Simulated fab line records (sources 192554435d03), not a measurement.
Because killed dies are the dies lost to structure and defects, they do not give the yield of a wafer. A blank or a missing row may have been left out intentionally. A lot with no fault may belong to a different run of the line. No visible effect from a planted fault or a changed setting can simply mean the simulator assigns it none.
Comparing a struck lot with a sound one / flow n5_finfet / 39 out of 1938 route steps
Sound: these wafers, L533.2, L533.4, L533.6. Struck: wafers L538.1, L538.4, L538.5. At the end, the cause is stated.
Per side, at each step with rows, come the tool, then ch with its chambers, and then its first start. Under that, the readings that differ: sound wafers / struck wafers / difference of the means / sigmas: that difference in standard deviations of wafers without a fault.
alike: a reading whose means differ by less than 2 such deviations, as well as words and numbers matching on both sides. not compared: withheld readings; readings where some wafer has no value; bounds like >300 that might hide an equal value; numbers whose values overlap and for which the record gives no deviation.
Wherever a step has rows on one side only, a row that says differs or no value, or a row with sigmas, the two part there. Non-overlapping numbers with no deviation appear without sigmas and do not part them. A reading that every wafer of one side lacks parts them only if that side has two wafers or more.

first, 9 steps without rows for these wafers: N5_BEOL_M4_ANNEAL_95 (time 240 s); N5_BEOL_M4_SPUTTER_96 (material Cu, target thk 4.5 nm, time 8.29 s); N5_BEOL_M4_ECD_50 (material Cu, target thk 300 nm); N5_BEOL_M4_ANNEAL_51 (time 90 s); N5_BEOL_M4_CMP_52 (polishes, stops on SiOC, t overpolish 6.8 s, target thk 40 nm); N5_BEOL_M4_PRE_CLEAN_60 (time 15 s); N5_BEOL_M4_CO_CAP_55 (material Co, precursor CCTBA/H2, target thk 2 nm, time 102.1 s); N5_BEOL_M4_PRE_CLEAN_56 (time 15 s); N5_BEOL_M4_DEP_57 (deposits SiCN from 3MS/NH3, target thk 8 nm, time 14 s).
N5_BEOL_M4_RC_MEAS_101:
  sound on prober-01 ch 0, day 9 21:11; struck on prober-02 ch 0, day 11 00:58
reading=VT_P (mV); sound=-251 -250 -251; struck=-257 -256 -261; difference=-7; sigmas=-2
  alike: DIBL_N, DIBL_P, IOFF_N, IOFF_P, ION_N, ION_P, SS_N, SS_P, VT_N
then, 24 steps without rows for these wafers: N5_BEOL_M5_ILD_DEP_00 (deposits SiCOH lowk from DEMS/porogen, target thk 140.64 nm, time 25.9 s); N5_BEOL_M5_CURE_79 (cures SiCOH lowk, time 240 s); N5_BEOL_M5_PECVD_70 (deposits SiO2 from TEOS/O2, target thk 16 nm, time 18 s); N5_BEOL_M5_HM_DEP_02 (deposits TiN, target thk 20 nm); N5_BEOL_M5_COAT_59 (time 60 s, resist thk 60 nm); N5_BEOL_M5_COAT_60 (time 60 s, resist thk 12 nm); N5_BEOL_M5_COAT_71 (time 60 s, resist thk 5 nm); N5_BEOL_M5_COAT_05 (resist thk 30 nm); N5_BEOL_M5_EBR_07; N5_BEOL_M5_SOFTBAKE_06 (time 60 s); N5_BEOL_M5_EXPOSE_08 (exposes mask M5, target cd 28 nm); N5_BEOL_M5_PEB_09 (peb time 60 s); N5_BEOL_M5_DEVELOP_10 (develop time 30 s); N5_BEOL_M5_DESCUM_16 (chemistry O2, time 7 s); N5_BEOL_M5_ETCH_72 (etches underlayer in N2/H2, target depth 6.5 nm, time 5.2 s); N5_BEOL_M5_ETCH_61 (etches SiARC in CF4, target depth 15.6 nm, time 26 s); N5_BEOL_M5_ETCH_62 (etches SOC in N2/H2, target depth 75 nm, overetch 15 nm, time 112.5 s); N5_BEOL_M5_STRIP_63 (strips in N2/H2); N5_BEOL_M5_STRIP_73 (strips in N2/H2); N5_BEOL_M5_STRIP_64 (strips in CF4); N5_BEOL_M5_HM_OPEN_17 (chemistry Cl2/BCl3, target TiN, target depth 20 nm, overetch 6 nm); N5_BEOL_M5_STRIP_19 (strips in O2); N5_BEOL_M5_COAT_65 (time 60 s, resist thk 60 nm); N5_BEOL_M5_COAT_66 (time 60 s, resist thk 12 nm).
N5_BEOL_M5_CMP_52: polishes, stops on SiCOH lowk, t overpolish 6.9 s, target thk 62 nm.
  sound on cmp-03 ch 1,2,3, day 10 10:05; struck on cmp-03 ch 0,1,3, day 11 12:20
  no value came back on the struck wafers for any of 5 readings (barrier_field_endpoint_s (s), clearing_platen_down_force_psi (psi) and others); on the sound wafers barrier_field_endpoint_s (s) reads 25.8 25.9 25.1
reading=model.Cu_of_BEOL_M5_ECD_50.thk_nm (nm); sound=61.2 62.8 60.6; struck=294.4 298.4 299; difference=+235.7; sigmas=
reading=model.SiO2_of_BEOL_M5_PECVD_70.thk_nm (nm); sound=0 0 0; struck=16 16 16; difference=+16; sigmas=
reading=model.SiCOH_lowk_of_BEOL_M5_ILD_DEP_00.thk_nm (nm); sound=117.8 119.4 119.2; struck=121.6 123.8 121.6; difference=+3.5; sigmas=
N5_BEOL_M5_THK_MEAS_53: measures by xrf.
  struck on film_metro-01, day 11 12:34; sound on film_metro-01, day 10 10:23
reading=M5_THK (nm); sound=60.9 62.5 59.8; struck=289.0 292.6 295.1; difference=+231.2; sigmas=+99 or more
N5_BEOL_M5_RS_MEAS_57: measurement is done with a four-point probe.
  struck on film_metro-01, day 11 12:49; sound on film_metro-01, day 10 10:43
reading=M5_RS (ohm/sq); sound=0.393 0.382 0.398; struck=0.055 0.054 0.054; difference=-0.337; sigmas=-38
N5_BEOL_M5_INSPECT_58: inspects for defects (darkfield).
  struck on defect_inspect-02, day 11 12:51; sound on defect_inspect-01, day 10 10:44
reading=raw_defect_count; sound=98 89 106; struck=1992 1935 1984; difference=+1873; sigmas=+69
-- a jump in the record: the struck wafers' starts before and after are 4 days apart (it breaks off in module BEOL_M5 and resumes in module PASSIVATION, where the first step shown is number 1936 of the route) --
N5_PASSIVATION_PROBE_49:
  struck on prober-02, day 15 06:41; sound on prober-02, day 14 03:28
reading=defect_limited_yield (%); sound=90.5 94.4 92.1; struck=0 0 0; difference=-92; sigmas=-66
reading=killed_at_M4_up; sound=18 11 27; struck=1100 1091 1089; difference=+1075; sigmas=+99 or more
reading=killed_dies; sound=112 66 93; struck=1180 1180 1180; difference=+1090; sigmas=+68
reading=killed_on_rim; sound=14 13 9; struck=152 152 152; difference=+140; sigmas=+35
reading=sort_n_pass; sound=1068 1114 1087; struck=0 0 0; difference=-1090; sigmas=-68
reading=sort_yield_pct (%); sound=90.5 94.4 92.1; struck=0 0 0; difference=-92; sigmas=-66
  alike: killed_at_M0_to_M3, killed_at_contacts, killed_at_front_end, killed_at_other, killed_open, killed_short, sort_bin_5_function, sort_bin_6_memory

WHERE THEY PART
First at N5_BEOL_M4_RC_MEAS_101; last, within this record, at N5_PASSIVATION_PROBE_49.

WHY: the cause the simulator had injected
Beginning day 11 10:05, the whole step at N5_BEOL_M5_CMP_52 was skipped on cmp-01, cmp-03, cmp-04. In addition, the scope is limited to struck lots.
